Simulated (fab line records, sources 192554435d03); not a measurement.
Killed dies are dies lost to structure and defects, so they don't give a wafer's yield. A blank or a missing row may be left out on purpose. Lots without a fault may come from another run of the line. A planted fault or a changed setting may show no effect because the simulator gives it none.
Chamber matching | flow n5_finfet | N5_FIN_SAQP_ALD_61 on ald_sin-01: 4 sister chambers
The step deposits SiO2, target thk 4 nm, pulse time 1 s, purge time 2 s. 4 wafers are shown with their chamber, then 8 later ones without.

WAFERS WITH THEIR CHAMBER
wafer  | chamber | heater_power_w (W)
L080.6 | 1       | 494
L081.1 | 2       | 378
L081.2 | 0       | 522
L087.3 | 3       | 404

WAFERS WITHOUT THEIR CHAMBER
wafer  | heater_power_w (W)
L087.5 | 393
L087.6 | 385
L095.1 | 482
L095.2 | 500
L095.3 | 402
L096.1 | 478
L096.3 | 506
L096.4 | 515

WHICH CHAMBER EACH WENT THROUGH
wafer  | from the rows above     | in truth
L087.5 | can't be placed: 3 or 2 | 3
L087.6 | can't be placed: 2 or 3 | 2
L095.1 | 1                       | 1
L095.2 | can't be placed: 1 or 0 | 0
L095.3 | 3                       | 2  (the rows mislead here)
L096.1 | 1                       | 1
L096.3 | can't be placed: 1 or 0 | 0
L096.4 | can't be placed: 0 or 1 | 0
Placed correctly: 2 of 8. Can't be placed from these rows: 5 (the true chamber is among the candidates in 5). Placed wrongly: 1.
How it was worked out, from the rows above alone: a wafer's distance from a chamber is the root of the sum, over the readings, of the square of ((its reading less the chamber's mean) divided by the reading's scatter). The wafer belongs to the nearest chamber; if the next one is less than 2 further off, it can't be placed. A chamber's mean is the mean of its shown wafers. The scatter: with one shown wafer a chamber, the root of the mean of the squares of how far each hidden wafer lies from its nearest shown one.
